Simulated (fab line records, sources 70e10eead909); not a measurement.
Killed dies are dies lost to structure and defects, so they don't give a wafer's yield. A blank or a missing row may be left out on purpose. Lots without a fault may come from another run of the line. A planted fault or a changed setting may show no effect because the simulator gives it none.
fab line records | flow nand_harc
record lots=6 wafers=18 last_day=32
route steps=1302 shown P_M2@339 P_BONDPAD@351 END@1302
lots that met no fault: from a run of the same line without faults
start_h: hours from the record's first day to the start of the lot's first wafer shown | wait_h: hours since the lot's step before | " the same as in the row above | L1.1+2: a row that stands for several wafers | - no value, or no start given | * or withheld: withheld | < > ~ a bound
route shown NAME@n: a module of which the file shows steps, and the number in the route of the first | usual: mean/standard deviation of fault-free wafers | same: alike in all rows | chamber/n: place in a boat | sites: the reading at each site | _std_site: their standard deviation | _edge_site: outer sites' mean less inner sites' | radius_mm: how far each site lies from the wafer's centre | mask NAME#n: copy n | behind: the tool/chamber that last shaped the wafer | hold: why the lot was held/for how many hours/how that ended | device: the transistor (n, p or np) that didn't switch | end of line: the same wafers' tests at the end of the route | a step without rows: its recipe alone | killed: dies lost to structure and defects at the first sort, not the wafer's yield | map: a wafer's dies, x killed, . not, _ none there
set.NAME: the setting as run; set.NAME@STEP: as run at that earlier step | model.NAME: the simulator's own value behind a step, which no gauge read
lots at some steps of the route; a table a step, a row a wafer
services: from which hour (start_h, from the record's first day; less than 0 if before it) a tool's chamber was out of use, for how many hours, and why
## steps
# step NHARC_P_M2_PRE_CLEAN_30
# recipe time_s=30 temp_c=280 gas=H2/He
# usual heater_power_w=397/25
# columns lot.wafer tool chamber start_h wait_h heater_power_w
L655.4 pvd_sputter-03 - - - 386
L655.3 " - " " 403
L655.2 " - " " 433
L661.2 pvd_sputter-03 - - - 394
L661.3 " - " " 400
L661.6 " - " " 431
L663.1 pvd_sputter-03 - - - 392
L663.6 " - " " 407
L663.5 " - " " 388
L670.4 pvd_sputter-03 - - - 376
L670.2 " - " " 379
L670.6 " - " " 385
L671.3 pvd_sputter-03 - - - 412
L671.5 " - " " 387
L671.6 " - " " 417
L673.3 pvd_sputter-02 - - - 432
L673.2 " - " " 351
L673.6 " - " " 430
# step NHARC_P_M2_PVD_20
# recipe target_thk_a=50 bias_v=168.6 power_w=15000 chamber_pressure_pa=0.12 time_s=8.06 substrate_temp_c=50 material=TaN
# step NHARC_P_M2_PVD_21
# recipe target_thk_a=300 chamber_pressure_pa=5 power_w=5000 substrate_temp_c=30 time_s=20.49 material=Cu
# step NHARC_P_M2_ECD_22
# recipe target_thk_a=4000 bath_temp_c=25 material=Cu
# step NHARC_P_M2_ANNEAL_31
# recipe temp_c=225 time_s=90
# step NHARC_P_M2_CMP_23
# recipe t_overpolish_s=20 target_thk_nm=144.3
# step NHARC_P_M2_THK_MEAS_24
# recipe thk_meas_gauge=xrf
# usual thk_nm=144.4/1.8
# columns lot.wafer tool chamber start_h wait_h thk_nm
L655.2 film_metro-01 - 149.73 - 147.1
L655.3 " - " " 144.1
L655.4 " - " " 143.3
L661.2 film_metro-01 - 216.71 - 145.6
L661.3 " - " " 144.4
L661.6 " - " " 144.8
L663.1 film_metro-01 - 232.29 - 144.6
L663.5 " - " " 142.0
L663.6 " - " " 147.5
L670.2 film_metro-01 - 309.24 - 143.5
L670.4 " - " " 142.3
L670.6 " - " " 145.4
L671.3 film_metro-01 - 313.04 - 143.3
L671.5 " - " " 143.5
L671.6 " - " " 141.8
L673.2 film_metro-02 - 340.64 - 141.1
L673.3 " - " " 145.4
L673.6 " - " " 146.4
# step NHARC_P_M2_SRD_25
# step NHARC_P_M2_INSPECT_27
# usual raw_defect_count=331/130
# columns lot.wafer tool chamber start_h wait_h raw_defect_count
L655.2 defect_inspect-01 - 149.89 0.0 376
L655.3 " - " " 380
L655.4 " - " " 189
L661.2 defect_inspect-01 - 216.87 0.0 232
L661.3 " - " " 209
L661.6 " - " " 378
L663.1 defect_inspect-02 - 232.45 0.0 362
L663.5 " - " " 234
L663.6 " - " " 390
L670.2 defect_inspect-01 - 309.40 0.0 187
L670.4 " - " " 249
L670.6 " - " " 305
L671.3 defect_inspect-01 - 313.19 0.0 272
L671.5 " - " " 282
L671.6 " - " " 179
L673.2 defect_inspect-02 - 340.79 0.0 218
L673.3 " - " " 219
L673.6 " - " " 238
# step NHARC_P_M2_PRE_CLEAN_32
# recipe time_s=12 temp_c=370 rf_power_w=300 gas=NH3
# usual heater_power_outer_w=344/60 heater_power_w=600/77
# columns lot.wafer tool chamber start_h wait_h heater_power_outer_w heater_power_w since_wet_clean_h
L655.3 pecvd-01 1 149.97 0.1 352 640 7
L655.2 " 2 " " 312 565 7
L655.4 " 0 " " 459 746 -
L661.3 pecvd-03 2 216.98 0.1 389 672 19
L661.2 " 0 " " 385 575 19
L661.6 " 1 " " 313 582 -
L663.1 pecvd-01 2 232.52 0.1 315 592 89
L663.6 " 2 " " 317 583 -
L663.5 " 1 " " 346 634 -
L670.2 pecvd-04 0 309.48 0.1 323 559 27
L670.6 " 0 " " 320 564 -
L670.4 " 1 " " 344 596 -
L671.3 pecvd-03 0 313.29 0.1 386 583 115
L671.6 " 1 " " 258 502 -
L671.5 " 0 " " 389 585 -
L673.3 pecvd-03 2 340.86 0.1 411 698 143
L673.2 " 0 " " 412 623 143
L673.6 " 1 " " 282 542 -
# step NHARC_P_M2_DEP_33
# recipe target_thk_a=300 temp_c=370 target_thk_nm=30 pressure_torr=3 flow_sccm=200 rf_w=450 material=SiCN
# step NHARC_P_BONDPAD_DEP_00
# recipe target_thk_a=2500 temp_c=370 target_thk_nm=250 pressure_torr=3 flow_sccm=200 rf_w=450 material=SiCN
# usual heater_power_outer_w=317/64 heater_power_w=565/79 showerhead_vpp_V=1292/64
# columns lot.wafer tool chamber start_h wait_h heater_power_outer_w heater_power_w showerhead_vpp_V since_wet_clean_h
L655.2 pecvd-01 2 150.43 - 284 551 1239 7
L655.3 " 1 " " 315 582 1247 7
L655.4 " 2 " " 290 528 1249 -
L661.2 pecvd-01 0 217.47 - 390 644 1270 74
L661.3 " 2 " " 329 590 1253 74
L661.6 " 2 " " 332 610 1227 -
L663.1 pecvd-01 0 233.17 0.5 369 638 1293 90
L663.6 " 0 " " 381 647 1300 -
L663.5 " 2 " " 307 577 1247 -
L670.2 pecvd-03 0 310.01 - 355 543 1205 112
L670.4 " 2 " " 407 706 1373 -
L670.6 " 0 " " 359 554 1218 -
L671.3 pecvd-04 1 313.80 - 308 540 1308 32
L671.5 " 0 " " 357 622 1389 -
L671.6 " 1 " " 313 566 1294 -
L673.2 pecvd-03 0 341.37 - 338 516 1190 143
L673.3 " 1 " " 221 465 1322 143
L673.6 " 1 " " 240 481 1339 -
# step NHARC_P_BONDPAD_CMP_32
# recipe target_thk_nm=200 material=SiCN
# step NHARC_P_BONDPAD_THK_MEAS_33
# recipe thk_meas_gauge=ellipsometry
# usual thk_nm=199.9/1.7
# columns lot.wafer tool chamber start_h wait_h thk_nm
L655.2 film_metro-02 - 151.08 0.2 198.3
L655.3 " - " " 198.7
L655.4 " - " " 202.3
L661.2 film_metro-01 - 218.13 0.2 198.7
L661.3 " - " " 201.6
L661.6 " - " " 204.7
L663.1 film_metro-01 - 233.83 0.2 198.7
L663.5 " - " " 198.2
L663.6 " - " " 201.1
L670.2 film_metro-01 - 310.62 0.2 198.5
L670.4 " - " " 199.0
L670.6 " - " " 200.5
L671.3 film_metro-02 - 314.42 0.2 199.3
L671.5 " - " " 198.2
L671.6 " - " " 199.5
L673.2 film_metro-02 - 341.99 0.2 200.8
L673.3 " - " " 201.8
L673.6 " - " " 198.7
# step NHARC_P_BONDPAD_SRD_34
# step NHARC_P_BONDPAD_DEHYDRATE_01
# recipe temp_c=150 time_s=120
# step NHARC_P_BONDPAD_HMDS_02
# recipe time_s=30
# step NHARC_P_BONDPAD_COAT_36
# recipe temp_c=200 time_s=65
# step NHARC_P_BONDPAD_COAT_03
# recipe spin_rpm=2000 resist_thk_nm=600
# step NHARC_P_BONDPAD_SOFTBAKE_04
# recipe temp_c=125 time_s=70
# step NHARC_P_BONDPAD_EBR_05
# step NHARC_P_BONDPAD_EXPOSE_06
# recipe na=0.55 dose_mj=37.06 mask_id=P_BPAD
# step NHARC_P_BONDPAD_PEB_07
# recipe peb_temp_c=128 peb_time_s=80
# step NHARC_P_BONDPAD_DEVELOP_08
# recipe time_s=50 dev_temp_c=22
# step NHARC_P_BONDPAD_CD_MEAS_09
# recipe target_cd_nm=500 landing_energy_ev=500
# usual cd_nm=501.1/2.3
# columns lot.wafer tool chamber start_h wait_h cd_nm
L655.2 cd_sem-02 0 151.65 - 504.0
L655.3 " 0 " " 501.0
L655.4 " 0 " " 504.5
L661.2 cd_sem-02 0 218.57 - 499.5
L661.3 " 0 " " 503.6
L661.6 " 0 " " 498.9
L663.1 cd_sem-03 0 234.40 - 498.7
L663.5 " 0 " " 500.1
L663.6 " 0 " " 503.5
L670.2 cd_sem-02 0 311.20 - 499.9
L670.4 " 0 " " 502.6
L670.6 " 0 " " 502.9
L671.3 cd_sem-03 0 314.98 - 499.8
L671.5 " 0 " " 500.3
L671.6 " 0 " " 503.2
L673.2 cd_sem-02 0 342.55 - 505.4
L673.3 " 0 " " 505.0
L673.6 " 0 " " 503.5
# step NHARC_P_BONDPAD_OVL_MEAS_38
# usual overlay_x_nm=2/4.3 overlay_y_nm=-2/6.2
# columns lot.wafer tool chamber start_h wait_h overlay_x_nm overlay_y_nm
L655.2 overlay-02 - 151.73 - 6 -6
L655.3 " - " " 7 -6
L655.4 " - " " 6 -5
L661.2 overlay-02 - 218.65 - 5 -11
L661.3 " - " " 5 -12
L661.6 " - " " 5 -11
L663.1 overlay-02 - 234.49 - 5 2
L663.5 " - " " 5 1
L663.6 " - " " 5 2
L670.2 overlay-01 - 311.29 - 2 -3
L670.4 " - " " 2 -3
L670.6 " - " " 1 -3
L671.3 overlay-02 - 315.07 - 1 1
L671.5 " - " " 1 1
L671.6 " - " " 0 2
L673.2 overlay-01 - 342.64 - 4 -7
L673.3 " - " " 4 -7
L673.6 " - " " 4 -7
# step NHARC_P_BONDPAD_HARDBAKE_10
# recipe temp_c=118 time_s=65
# step NHARC_P_BONDPAD_DESCUM_11
# recipe time_s=3 o2_flow_sccm=200 ar_flow_sccm=0 bias_power_w=0 chemistry=O2
# usual drypump_motor_current_A=5.6/0.4 oes_product_au=1.007/0.013 rf_vpp_V=57.7/0.85 showerhead_plenum_p_Torr=1.90/0.063 throttle_valve_pct=11.311/0.0085
# columns lot.wafer tool chamber start_h wait_h drypump_motor_current_A oes_product_au rf_hours_counter_h rf_vpp_V showerhead_plenum_p_Torr throttle_valve_pct
L655.2 rie_diel-04 2 151.86 - 5.0 0.992 6.9 57.4 1.97 11.304
L655.3 " 3 " " 4.9 1.016 6.4 58.0 1.90 11.324
L655.4 " 0 " " 6.0 1.029 6.2 57.4 1.87 11.313
L661.3 rie_diel-05 0 218.79 - 5.5 1.006 3.6 56.1 1.83 11.318
L661.2 " 1 " " 5.6 1.018 3.7 59.6 1.90 11.311
L661.6 " 1 " " 5.6 1.007 - 56.5 1.90 11.323
L663.1 rie_diel-04 2 234.64 - 5.0 0.995 3.1 57.8 1.97 11.312
L663.6 " 3 " " 4.9 1.011 - 57.3 1.90 11.311
L663.5 " 0 " " 6.0 1.019 - 56.8 1.87 11.308
L670.2 rie_diel-04 0 311.43 - 6.0 1.019 6.9 58.3 1.87 11.323
L670.6 " 0 " " 6.0 1.013 - 57.0 1.87 11.313
L670.4 " 1 " " 5.7 1.020 - 58.2 1.88 11.309
L671.3 rie_diel-04 3 315.20 - 4.9 0.993 7.2 58.2 1.90 11.319
L671.5 " 1 " " 5.8 1.021 - 57.8 1.88 11.314
L671.6 " 3 " " 4.9 1.005 - 59.0 1.90 11.320
L673.2 rie_diel-06 2 342.77 - 5.7 0.989 0.2 58.0 1.80 11.309
L673.3 " 3 " " 6.2 0.988 0.2 56.4 1.87 11.318
L673.6 " 1 " " 5.8 0.996 - 59.4 2.06 11.318
# step NHARC_P_BONDPAD_ETCH_37
# recipe target_depth_a=600 overetch_a=180 time_s=65.91 ion_energy_ev=200 n2_flow_sccm=150 h2_flow_sccm=150 ar_flow_sccm=0 rf_w=400 bias_w=150 chemistry=N2/H2
# usual drypump_motor_current_A=5.6/0.39 oes_product_au=1.006/0.014 rf_vpp_V=429.9/2 showerhead_plenum_p_Torr=2.02/0.069 throttle_valve_pct=14.170/0.009
# columns lot.wafer tool chamber start_h wait_h drypump_motor_current_A oes_product_au rf_hours_counter_h rf_vpp_V showerhead_plenum_p_Torr throttle_valve_pct
L655.2 rie_diel-04 1 151.94 0.1 5.7 1.012 7.1 429.4 2.01 14.176
L655.4 " 3 " " 4.9 1.006 6.4 431.8 2.03 14.166
L655.3 " 0 " " 6.0 1.017 6.2 428.9 1.99 14.151
L661.3 rie_diel-05 2 218.88 0.1 5.8 1.027 3.6 425.4 1.90 14.166
L661.2 " 1 " " 5.6 1.002 3.7 429.2 2.02 14.159
L661.6 " 0 " " 5.5 1.009 - 426.8 1.95 14.175
L663.1 rie_diel-04 0 234.72 0.1 6.0 1.019 3.4 428.8 1.99 14.174
L663.6 " 1 " " 5.7 1.016 - 429.6 2.01 14.185
L663.5 " 2 " " 5.0 0.990 - 431.6 2.10 14.172
L670.2 rie_diel-04 0 311.53 0.1 6.0 1.020 6.9 429.5 1.99 14.171
L670.6 " 3 " " 4.9 1.001 - 428.8 2.02 14.176
L670.4 " 0 " " 6.0 1.009 - 429.5 1.99 14.163
L671.3 rie_diel-04 1 315.31 0.1 5.8 1.017 7.7 429.3 2.01 14.164
L671.5 " 3 " " 4.9 1.004 - 429.2 2.02 14.176
L671.6 " 1 " " 5.8 1.021 - 428.1 2.01 14.159
L673.2 rie_diel-06 2 342.85 0.1 5.8 0.989 0.2 428.5 1.92 14.176
L673.3 " 1 " " 5.8 0.999 0.3 433.2 2.20 14.195
L673.6 " 2 " " 5.7 0.988 - 426.6 1.91 14.175
# step NHARC_P_BONDPAD_ETCH_12
# recipe target_depth_a=2000 time_s=100 chf3_flow_sccm=50 o2_flow_sccm=10 ar_flow_sccm=200 rf_w=500 bias_w=200 chemistry=CHF3/O2
# step NHARC_P_BONDPAD_CD_MEAS_13
# usual cd_nm=500.7/2.6
# columns lot.wafer tool chamber start_h wait_h cd_nm
L655.2 cd_sem-01 - 152.17 - 503.4
L655.3 " - " " 501.7
L655.4 " - " " 503.8
L661.2 cd_sem-01 - 219.14 - 497.9
L661.3 " - " " 503.4
L661.6 " - " " 497.9
L663.1 cd_sem-01 - 234.93 - 497.7
L663.5 " - " " 497.8
L663.6 " - " " 504.6
L670.2 cd_sem-03 - 311.78 - 498.5
L670.4 " - " " 502.6
L670.6 " - " " 502.9
L671.3 cd_sem-02 - 315.56 - 501.3
L671.5 " - " " 499.4
L671.6 " - " " 504.5
L673.2 cd_sem-01 - 343.08 - 504.2
L673.3 " - " " 504.7
L673.6 " - " " 502.6
# step NHARC_P_BONDPAD_STRIP_15
# recipe o2_flow_sccm=500 ar_flow_sccm=0 bias_w=0 chemistry=O2
# step NHARC_P_BONDPAD_ETCH_24
# recipe target_depth_a=300 over_etch_frac=0.3 time_s=72.99 ion_energy_ev=150 cf4_flow_sccm=50 n2_flow_sccm=100 ar_flow_sccm=150 rf_w=300 bias_w=100 chemistry=CF4/N2
# step NHARC_P_BONDPAD_STRIP_16
# recipe time_s=600 temp_c=30 chemistry=post_etch_residue_remover
# step NHARC_P_BONDPAD_DEGAS_25
# recipe temp_c=300 time_s=60
# step NHARC_P_BONDPAD_PRE_CLEAN_26
# recipe time_s=30 temp_c=280 gas=H2/He
# step NHARC_P_BONDPAD_PVD_17
# recipe target_thk_a=50 bias_v=168.6 power_w=15000 chamber_pressure_pa=0.12 time_s=8.06 substrate_temp_c=50 material=TaN
# step NHARC_P_BONDPAD_PVD_27
# recipe target_thk_a=300 chamber_pressure_pa=5 power_w=5000 substrate_temp_c=30 time_s=20.49 material=Cu
# step NHARC_P_BONDPAD_ECD_18
# recipe target_thk_a=4000 bath_temp_c=25 material=Cu
# step NHARC_P_BONDPAD_ANNEAL_28
# recipe temp_c=225 time_s=90
# step NHARC_P_BONDPAD_CMP_19
# recipe t_overpolish_s=30 cu_recess_touch_s=16 target_thk_nm=160.81
# usual motor_current_A=11.8/1.2 overpolish_run_s=30.000/0.0098
# same cu_recess_touch_s=16
# columns lot.wafer tool chamber start_h wait_h motor_current_A overpolish_run_s
L655.3 cmp-04 0 153.92 - 12.0 30.007
L655.2 " 1 " " 12.4 30.012
L655.4 " 2 " " 12.3 30.002
L661.2 cmp-02 2 220.84 - 11.6 30.004
L661.3 " 1 " " 13.8 29.987
L661.6 " 2 " " 12.3 30.000
L663.1 cmp-02 0 236.63 - 10.1 29.992
L663.5 " 0 " " 9.4 29.997
L663.6 " 1 " " 13.8 30.009
L670.4 cmp-02 0 313.56 - 9.9 30.006
L670.2 " 1 " " 13.0 30.015
L670.6 " 3 " " 10.8 29.980
L671.3 cmp-01 1 317.34 - 13.2 30.000
L671.6 " 0 " " 11.4 30.004
L671.5 " 1 " " 13.2 29.994
L673.3 cmp-04 2 344.81 - 12.8 29.998
L673.2 " 0 " " 11.6 30.004
L673.6 " 1 " " 12.3 30.007
# step NHARC_P_BONDPAD_ACTIVATE_29
# recipe time_s=60 n2_flow_sccm=200 ar_flow_sccm=0 bias_power_w=0 chemistry=N2
# usual drypump_motor_current_A=5.6/0.36 oes_product_au=1.006/0.013 rf_vpp_V=64.0/0.91 showerhead_plenum_p_Torr=1.74/0.065
# columns lot.wafer tool chamber start_h wait_h hold drypump_motor_current_A oes_product_au rf_hours_counter_h rf_vpp_V showerhead_plenum_p_Torr
L655.4 rie_diel-04 0 154.53 0.1 - 6.0 1.026 6.3 64.3 1.73
L655.2 " 2 " " - 5.0 1.000 7.1 64.5 1.82
L655.3 " 3 " " - 4.9 1.010 6.6 63.3 1.76
L661.2 rie_diel-05 0 224.17 2.6 await_dispo/2.5h/release 5.6 0.997 3.7 61.8 1.69
L661.3 " 1 " " await_dispo/2.5h/release 5.6 1.024 3.8 63.7 1.75
L661.6 " 0 " " await_dispo/2.5h/release 5.5 1.004 - 64.8 1.69
L663.1 rie_diel-04 2 245.93 8.6 await_dispo/8.5h/release 5.0 0.998 3.3 64.8 1.82
L663.5 " 1 " " await_dispo/8.5h/release 5.8 1.025 - 63.8 1.74
L663.6 " 2 " " await_dispo/8.5h/release 5.0 0.998 - 65.4 1.82
L670.4 rie_diel-05 1 314.13 0.1 - 5.6 1.003 1.8 62.7 1.75
L670.2 " 3 " " - 5.5 1.016 1.9 64.7 1.79
L670.6 " 1 " " - 5.6 0.999 - 63.1 1.75
L671.3 rie_diel-04 1 317.94 0.1 - 5.7 1.013 7.9 64.7 1.74
L671.5 " 3 " " - 4.9 1.003 - 63.1 1.75
L671.6 " 0 " " - 6.0 1.023 - 63.3 1.72
L673.3 rie_diel-06 2 345.38 0.1 - 5.8 0.990 0.4 64.4 1.66
L673.2 " 0 " " - 5.4 1.020 0.4 64.8 1.78
L673.6 " 2 " " - 5.7 0.996 - 64.6 1.66
# step NHARC_END_SORT_01
# recipe temp_c=25
# usual defect_limited_yield=91/3.1 killed_at_array=59/21 killed_at_other=1.0/1.1 killed_at_periphery=4.0/2.6 killed_dies=64/21 killed_open=3.2/1.7 killed_short=2.5/1.5
# same gross_dies=677
# columns lot.wafer tool chamber start_h wait_h defect_limited_yield[%] killed_at_array killed_at_other killed_at_periphery killed_dies killed_open killed_short
L661.2 prober-02 0 655.91 2.8 81 54 3 74 131 2 0
L661.3 prober-02 0 656.71 3.1 78 41 1 109 151 3 1
L661.6 prober-02 0 659.11 4.0 75 54 1 111 166 2 2
L663.1 prober-02 0 666.37 2.5 75 83 1 82 166 5 2
L663.5 prober-02 0 669.59 3.7 70 90 0 113 203 5 1
L663.6 prober-02 0 670.39 4.0 75 88 0 79 167 2 2
L671.3 prober-01 0 753.79 3.0 92 52 0 4 56 4 5
L671.5 prober-01 0 755.36 3.6 93 48 1 1 50 4 1
L671.6 prober-01 0 756.15 3.9 92 49 0 6 55 4 1
L670.2 prober-01 0 765.22 2.8 86 93 0 3 96 2 2
L670.4 prober-01 0 766.81 3.4 85 98 0 6 104 1 3
L670.6 prober-01 0 768.39 4.0 84 101 2 4 107 3 1
# killed by level:class
L661.2 P_BONDPAD:unspecified=73 A_SLIT:chamber_film_flake=26 A_CHANNEL_HOLE_D2:chamber_film_flake=9 A_CONTACT:chamber_film_flake=9 A_STAIRCASE:chamber_film_flake=6 THIN_TSV:chamber_film_flake=3 A_CHANNEL_HOLE_D1:chamber_film_flake=2 A_CHANNEL_FILL_D1:geometric_particle:open=1
L661.3 P_BONDPAD:unspecified=103 A_SLIT:chamber_film_flake=30 A_CHANNEL_HOLE_D2:chamber_film_flake=5 P_ZERO_WELL:chamber_film_flake=4 A_CHANNEL_HOLE_D1:chamber_film_flake=2 A_STAIRCASE:chamber_film_flake=2 P_GATE:geometric_particle:open=1 A_ONON_D1:geometric_particle:short=1
L661.6 P_BONDPAD:unspecified=108 A_SLIT:chamber_film_flake=27 A_CHANNEL_HOLE_D2:chamber_film_flake=11 A_STAIRCASE:chamber_film_flake=7 P_ZERO_WELL:chamber_film_flake=2 A_CONTACT:chamber_film_flake=2 A_CHANNEL_HOLE_D1:chamber_film_flake=2 A_SOURCE_PLATE:geometric_particle:open=1
L663.1 P_BONDPAD:unspecified=80 A_CHANNEL_HOLE_D1:chamber_film_flake=36 A_SLIT:chamber_film_flake=23 A_CHANNEL_HOLE_D2:chamber_film_flake=10 A_CONTACT:chamber_film_flake=6 A_SOURCE_PLATE:geometric_particle:short=1 A_ONON_D1:geometric_particle:open=1 A_CHANNEL_FILL_D1:geometric_particle:short=1
L663.5 P_BONDPAD:unspecified=112 A_SLIT:chamber_film_flake=33 A_CHANNEL_HOLE_D1:chamber_film_flake=33 A_CHANNEL_HOLE_D2:chamber_film_flake=12 A_CONTACT:chamber_film_flake=4 A_WL_FILL:geometric_particle:open=2 A_STAIRCASE:chamber_film_flake=2 P_M0:geometric_particle:open=1
L663.6 P_BONDPAD:unspecified=77 A_SLIT:chamber_film_flake=34 A_CHANNEL_HOLE_D1:chamber_film_flake=30 A_CHANNEL_HOLE_D2:chamber_film_flake=18 A_WL_FILL:geometric_particle:open=2 A_ONON_D1:geometric_particle:short=1 A_STAIRCASE:geometric_particle:short=1 P_GATE:chamber_film_flake=1
L671.3 A_CHANNEL_HOLE_D2:chamber_film_flake=26 A_CHANNEL_HOLE_D1:chamber_film_flake=9 A_CONTACT:chamber_film_flake=6 A_SLIT:chamber_film_flake=4 A_CHANNEL_FILL_D1:geometric_particle:open=2 P_M1:chamber_film_flake=2 P_M0:geometric_particle:open=1 P_M0:geometric_particle:short=1
L671.5 A_CHANNEL_HOLE_D2:chamber_film_flake=20 A_CHANNEL_HOLE_D1:chamber_film_flake=10 A_SLIT:chamber_film_flake=7 A_STAIRCASE:chamber_film_flake=4 A_CONTACT:chamber_film_flake=2 A_SOURCE_PLATE:geometric_particle:open=1 A_CHANNEL_FILL_D1:geometric_particle:open=1 A_BLC:geometric_particle:open=1
L671.6 A_CHANNEL_HOLE_D2:chamber_film_flake=20 A_CHANNEL_HOLE_D1:chamber_film_flake=9 A_SLIT:chamber_film_flake=9 P_M1:chamber_film_flake=3 A_CONTACT:chamber_film_flake=3 A_SOURCE_PLATE:geometric_particle:open=2 A_STAIRCASE:chamber_film_flake=2 P_M0:geometric_particle:short=1
L670.2 A_CHANNEL_HOLE_D2:chamber_film_flake=30 A_SLIT:chamber_film_flake=27 A_CHANNEL_HOLE_D1:chamber_film_flake=23 A_CONTACT:chamber_film_flake=4 A_M1:chamber_film_flake=3 A_STAIRCASE:chamber_film_flake=2 P_GATE:geometric_particle:open=1 A_CHANNEL_FILL_D2:geometric_particle:short=1
L670.4 A_SLIT:chamber_film_flake=31 A_CHANNEL_HOLE_D1:chamber_film_flake=30 A_CHANNEL_HOLE_D2:chamber_film_flake=22 A_CONTACT:chamber_film_flake=6 P_GATE:chamber_film_flake=4 A_ONON_D2:geometric_particle:short=2 A_CHANNEL_FILL_D2:chamber_film_flake=2 A_STAIRCASE:chamber_film_flake=2
L670.6 A_SLIT:chamber_film_flake=34 A_CHANNEL_HOLE_D1:chamber_film_flake=32 A_CHANNEL_HOLE_D2:chamber_film_flake=17 A_CONTACT:chamber_film_flake=9 P_STI:chamber_film_flake=2 P_GATE:chamber_film_flake=2 THIN_TSV:chamber_film_flake=2 A_ONON_D1:geometric_particle:open=1
# map L661.6 (x killed, . not)
____________.____________
_________......._________
_______..........._______
______.............______
_____..........x...._____
____.................____
____.................____
___.x...xx.....x......___
___........x..........___
__....xx.xxxx..........__
__......x.x...x........__
_x....xx.xx............._
_....x..xxx............._
_.....xxxx.x............_
_...x....x.x............_
_..x.....x.............._
...........x.............
.......x.................
...........xx............
.....x...x...............
....x.xxxx.xx.x.xx.......
_......xxxxx.xx.x...x..._
_.....xxxxxxxx..x..x...._
_.x...xxxxxxxx...x.x...._
_....xxxxxxxxxx....x...._
_.....xxxxxxxx.........x_
__....xxxxxxxx.x.x.....__
__...xxxxxxxxxx........__
___..xxxxxxxxxx..x....___
___...xxxxxxxxx..x....___
____x.xxxxxxxx.......____
____...xxxxx.x.......____
_____....xxxx......._____
______..xxxx.....x.______
_______...x......._______
_________......._________
____________.____________
# map L663.5 (x killed, . not)
____________.____________
_________......._________
_______..........._______
______.......x.x.x.______
_____........x.x.x.x_____
____...........xxxx..____
____....x....x.xx.xxx____
___........x.x.xxxx...___
___.......xxx..xx.xx..___
__.x......x...x.xxxx...__
__.....x.xx.....xxx....__
_....x..x.xx............_
_......xxxxx......x....._
_.....x.xxxx...x........_
_......x.xxx............_
_......x.xx............._
.......x.................
............x........x...
.........xx.x.....xx.....
....x...x.xx.............
......x.xxxx.............
_.....xxxxxxxx..x.x....._
_......xxxxxxx.........._
_....xxxxxxxxx..x..x...._
_....xxxxxxxxxx..xxx...._
_....xxxxxxxxx.........._
__..x.xxxxxxxxxxx.x....__
__...xxxxxxxxxx........__
___.xxxxxxxxxxx.x.....___
___..xxxxxxxxx........___
____..xxxxxxxx.......____
____..xxxxxxx..x.....____
_____..xxxxx.x.x...._____
______...x...x.....______
_______..........._______
_________......._________
____________.____________
## services
# columns tool chamber start_h hours kind
pecvd-01 - 130.20 13.0 pm
rie_diel-06 - 130.20 9.0 pm
cmp-02 - 134.50 4.0 pm
pecvd-03 2 140.18 5.1 repair
rie_diel-06 1 144.92 6.8 repair
rie_diel-06 2 150.52 2.1 repair
rie_diel-05 1 152.08 1.4 repair
pecvd-01 2 154.53 7.0 repair
pvd_sputter-03 - 170.05 10.0 pm
rie_diel-04 - 177.90 9.0 pm
pecvd-03 - 185.00 13.0 pm
pecvd-01 1 191.63 22.7 repair
pecvd-01 - 213.82 0.9 repair
rie_diel-05 3 217.24 4.4 repair
pecvd-01 0 228.81 4.1 repair
rie_diel-05 - 229.60 9.0 pm
rie_diel-04 2 250.81 3.6 repair
pvd_sputter-03 - 273.05 12.4 repair
rie_diel-05 1 299.78 3.2 repair
rie_diel-05 3 302.66 5.4 repair
rie_diel-04 2 308.22 9.9 repair
pecvd-01 - 311.20 13.0 pm
rie_diel-04 1 331.78 1.3 repair
pecvd-01 2 334.70 9.5 repair
## key
first_sign step=NHARC_END_SORT_01 reading=killed_at_periphery direction=up sigmas=35 usual=4.0 struck=94.7
effect step=NHARC_END_SORT_01 reading=defect_limited_yield direction=down sigmas=4.7 usual=91 struck=76
more_kills_born_at NHARC_P_BONDPAD_DEP_00@pecvd-01=553
met_at NHARC_P_BONDPAD_DEP_00
struck_wafers L661.2,L661.3,L661.6,L663.1,L663.5,L663.6
onset_between 150.43 217.47
fault kind=chamber_particle_source tool=pecvd-01 chamber=- onset_h=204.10 steps=NHARC_P_BONDPAD_DEP_00 rate_per_visit_cm2=2.116 end_h=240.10
